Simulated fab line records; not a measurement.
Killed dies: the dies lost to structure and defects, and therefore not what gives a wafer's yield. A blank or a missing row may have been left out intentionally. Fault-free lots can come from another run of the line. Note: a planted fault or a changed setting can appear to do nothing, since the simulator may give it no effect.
The tool behind it: which one?    flow nandHarc    11 lots with 33 wafers sampled at 5 steps, on a route of 1302 steps

## WHAT THE GAUGES READ, wafer by wafer
NHARC_END_SORT_01. Usual: killedAtArray 54, standard deviation 12; killedAtOther 0.7, standard deviation 1.1; killedAtPeriphery 3.9, standard deviation 2.8; killedDies 59, standard deviation 13; killedOpen 3.4, standard deviation 2; killedShort 2.5, standard deviation 1.7.
lot   measured      on         killedAtArray  killedAtOther  killedAtPeriphery  killedDies  killedOpen  killedShort  flag
L695  day 26 23:28  prober-02  51 50 52       1 0 2          2 5 1              54 55 55    4 4 3       4 2 2        
L697  day 27 15:32  prober-02  55 53 45       1 1 0          5 8 2              61 62 47    5 4 2       0 5 0        
L699  day 28 03:49  prober-02  61 52 55       0 1 0          3 4 4              64 57 59    4 3 2       2 3 2        

## EACH LOT AND THE TOOL THAT RAN IT (in order: tool; ch and the chambers of the sampled wafers; start)
lot   NHARC_A_CHANNEL_HOLE_D2_ETCH_27  NHARC_A_CHANNEL_HOLE_D2_ETCH_44    NHARC_A_CHANNEL_HOLE_D2_STRIP_28              NHARC_A_CHANNEL_FILL_D2_ETCHBACK_19
L691  harEtch-02 ch 0,1, day 14 04:21  rieDiel-12 ch 0,1, day 14 05:06    rieDiel-12 ch 1,2,3, day 15 06:23 or earlier  rieSi-02 ch 0,3, day 15 06:23
L692  harEtch-02 ch 0,1, day 14 20:34  rieDiel-02 ch 1,3, day 14 21:20    rieDiel-02 ch 1,2,3, day 16 01:08 or earlier  rieSi-05 ch 0,1,2, day 16 01:08
L696  harEtch-02 ch 0,1, day 16 02:08  rieDiel-02 ch 0,2, day 16 02:52    rieDiel-02 ch 1,3, day 17 03:23 or earlier    rieSi-02 ch 1,2, day 17 03:23
L695  harEtch-01 ch 0,1, day 16 03:40  rieDiel-02 ch 0,2,3, day 16 04:23  rieDiel-02 ch 1,2, day 17 03:23 or earlier    rieSi-04 ch 1,3, day 17 03:23
L697  harEtch-01 ch 0,1, day 16 18:59  rieDiel-09 ch 1,2, day 16 19:47    rieDiel-09 ch 1,2, day 17 21:14 or earlier    rieSi-05 ch 1,2,3, day 17 21:14
L699  harEtch-01 ch 0,1, day 17 04:03  rieDiel-02 ch 1,2,3, day 17 04:46  rieDiel-02 ch 0,2,3, day 18 06:41 or earlier  rieSi-02 ch 1,2,3, day 18 06:41
L704  harEtch-02 ch 0,1, day 19 20:46  rieDiel-02 ch 0,1, day 19 21:25    rieDiel-02 ch 0,3, day 20 22:56 or earlier    rieSi-02 ch 1,2,3, day 20 22:56
L705  harEtch-01 ch 0,1, day 20 07:03  rieDiel-12 ch 2,3, day 20 07:44    rieDiel-12 ch 0,1,2, day 21 09:05 or earlier  rieSi-04 ch 0,1,2, day 21 09:05
L706  harEtch-01 ch 0,1, day 21 02:08  rieDiel-09 ch 0,1,2, day 21 02:49  rieDiel-09 ch 1,2,3, day 22 04:17 or earlier  rieSi-02 ch 1,2,3, day 22 04:17
L711  harEtch-01 ch 0,1, day 22 01:43  rieDiel-12 ch 1,2,3, day 22 02:25  rieDiel-12 ch 0,1, day 23 04:35 or earlier    rieSi-02 ch 0,1,3, day 23 04:35
L712  harEtch-02 ch 0,1, day 22 21:44  rieDiel-12 ch 0,2,3, day 22 22:28  rieDiel-12 ch 1,2,3, day 23 23:44 or earlier  rieSi-04 ch 0,1,2, day 23 23:44
- NHARC_A_CHANNEL_HOLE_D2_ETCH_27: etches the open film in C4F8/O2/Ar, time 90 s, target depth 400 nm.
- NHARC_A_CHANNEL_HOLE_D2_ETCH_44: etches the open film in CF4/O2, target depth 140 nm, overetch 14 nm, time 77 s.
- NHARC_A_CHANNEL_HOLE_D2_STRIP_28: strips in O2.
- NHARC_A_CHANNEL_FILL_D2_ETCHBACK_19: etches the open film in HBr/Cl2, target depth 5 nm, time 1.7 s.

## WHAT THE TOOLS THEMSELVES READ (means of the sampled wafers that have a number; where no wafer has one, the mark that the record gives instead)
NHARC_A_CHANNEL_HOLE_D2_ETCH_27. Usual: drypumpMotorCurrentA 6.0 A, standard deviation 0.46; showerheadPlenumPTorr 3.66 Torr, standard deviation 0.14; throttleValvePct 27.619 %, standard deviation 0.0094.
lot   tool        drypumpMotorCurrentA (A)  showerheadPlenumPTorr (Torr)  throttleValvePct (%)  flag
L691  harEtch-02  5.6                       3.63                          27.624                
L692  harEtch-02  5.6                       3.58                          27.625                
L696  harEtch-02  5.5                       3.62                          27.623                
L695  harEtch-01  6.5                       3.58                          27.611                
L697  harEtch-01  6.5                       3.65                          27.619                
L699  harEtch-01  6.5                       3.58                          27.615                
L704  harEtch-02  5.6                       3.85                          27.612                
L705  harEtch-01  6.4                       3.62                          27.622                
L706  harEtch-01  6.5                       3.55                          27.611                
L711  harEtch-01  6.5                       3.60                          27.620                
L712  harEtch-02  5.6                       3.72                          27.626                

NHARC_A_CHANNEL_HOLE_D2_ETCH_44. Usual: drypumpMotorCurrentA 5.8 A, standard deviation 0.35; oesProductAu 0.999 a.u., standard deviation 0.012; rfVppV 197.7 V, standard deviation 1.1; showerheadPlenumPTorr 1.34 Torr, standard deviation 0.031; throttleValvePct 13.397 %, standard deviation 0.0097.
lot   tool        drypumpMotorCurrentA (A)  oesProductAu (a.u.)  rfVppV (V)  showerheadPlenumPTorr (Torr)  throttleValvePct (%)  flag
L691  rieDiel-12  5.8                       0.983                197.0       1.33                          13.392                
L692  rieDiel-02  5.8                       1.008                197.2       1.32                          13.397                
L696  rieDiel-02  5.5                       0.995                198.5       1.36                          13.390                
L695  rieDiel-02  5.7                       1.001                198.7       1.35                          13.407                
L697  rieDiel-09  6.1                       0.996                198.8       1.37                          13.401                
L699  rieDiel-02  5.6                       1.006                198.4       1.34                          13.395                
L704  rieDiel-02  5.6                       1.008                198.4       1.36                          13.391                
L705  rieDiel-12  5.7                       1.011                197.2       1.30                          13.392                
L706  rieDiel-09  6.0                       0.991                197.0       1.34                          13.405                
L711  rieDiel-12  5.9                       1.004                197.1       1.31                          13.394                
L712  rieDiel-12  5.8                       0.997                196.6       1.33                          13.402                

NHARC_A_CHANNEL_HOLE_D2_STRIP_28. Usual: drypumpMotorCurrentA 5.8 A, standard deviation 0.37; oesProductAu 0.999 a.u., standard deviation 0.01; rfVppV 57.9 V, standard deviation 0.89; showerheadPlenumPTorr 3.53 Torr, standard deviation 0.077; throttleValvePct 17.036 %, standard deviation 0.0094.
lot   tool        drypumpMotorCurrentA (A)  oesProductAu (a.u.)  rfVppV (V)  showerheadPlenumPTorr (Torr)  throttleValvePct (%)  flag
L691  rieDiel-12  5.9                       1.001                57.5        3.47                          17.036                
L692  rieDiel-02  5.7                       1.010                56.5        3.53                          17.034                
L696  rieDiel-02  5.6                       1.011                58.5        3.51                          17.029                
L695  rieDiel-02  5.5                       0.996                58.1        3.58                          17.032                
L697  rieDiel-09  6.1                       1.001                57.9        3.62                          17.033                
L699  rieDiel-02  5.7                       1.005                57.7        3.55                          17.036                
L704  rieDiel-02  5.8                       1.013                57.6        3.56                          17.031                
L705  rieDiel-12  5.6                       0.999                56.7        3.51                          17.037                
L706  rieDiel-09  6.2                       0.994                57.6        3.57                          17.041                
L711  rieDiel-12  5.8                       0.992                58.3        3.52                          17.038                
L712  rieDiel-12  6.0                       1.008                57.2        3.46                          17.036                

NHARC_A_CHANNEL_FILL_D2_ETCHBACK_19. Usual: drypumpMotorCurrentA 5.8 A, standard deviation 0.36; oesProductAu 0.995 a.u., standard deviation 0.016; throttleValvePct 26.406 %, standard deviation 0.0078.
lot   tool      drypumpMotorCurrentA (A)  oesProductAu (a.u.)  throttleValvePct (%)  flag
L691  rieSi-02  5.9                       0.990                26.402                
L692  rieSi-05  5.7                       1.007                26.405                
L696  rieSi-02  5.9                       0.880                26.407                OFF
L695  rieSi-04  5.7                       1.005                26.406                
L697  rieSi-05  5.6                       1.012                26.411                
L699  rieSi-02  6.1                       0.934                26.400                OFF
L704  rieSi-02  6.1                       0.991                26.406                
L705  rieSi-04  5.8                       0.987                26.401                
L706  rieSi-02  6.1                       0.995                26.402                
L711  rieSi-02  5.9                       0.982                26.404                
L712  rieSi-04  5.9                       0.995                26.413                

## THE ANSWER, worked out from the rows above alone
Rule: a lot is off if the mean of its wafers that have a number lies more than 3 standard deviations from the usual mean. Also off: a lot with no number at a reading for which 4 or more lots have one. Any other lot the step has rows for is counted as sound. First the gauges in route order, then the tools' own readings, where a lot's mean is used as printed above. At the first step where some lot is off, the reading lying furthest off is the one used; lots without a number count as furthest.
Off: L696, L699, at NHARC_A_CHANNEL_FILL_D2_ETCHBACK_19 (oesProductAu).
A tool fits if, at that step or a process step before it, it ran every lot that is off, and no sound lot after the first of them. With no start given for some of its lots, NHARC_A_CHANNEL_HOLE_D2_STRIP_28 uses the hours and lot order of NHARC_A_CHANNEL_FILL_D2_ETCHBACK_19. None of those tried fits.

## WHAT THE SIMULATOR HAD INSERTED
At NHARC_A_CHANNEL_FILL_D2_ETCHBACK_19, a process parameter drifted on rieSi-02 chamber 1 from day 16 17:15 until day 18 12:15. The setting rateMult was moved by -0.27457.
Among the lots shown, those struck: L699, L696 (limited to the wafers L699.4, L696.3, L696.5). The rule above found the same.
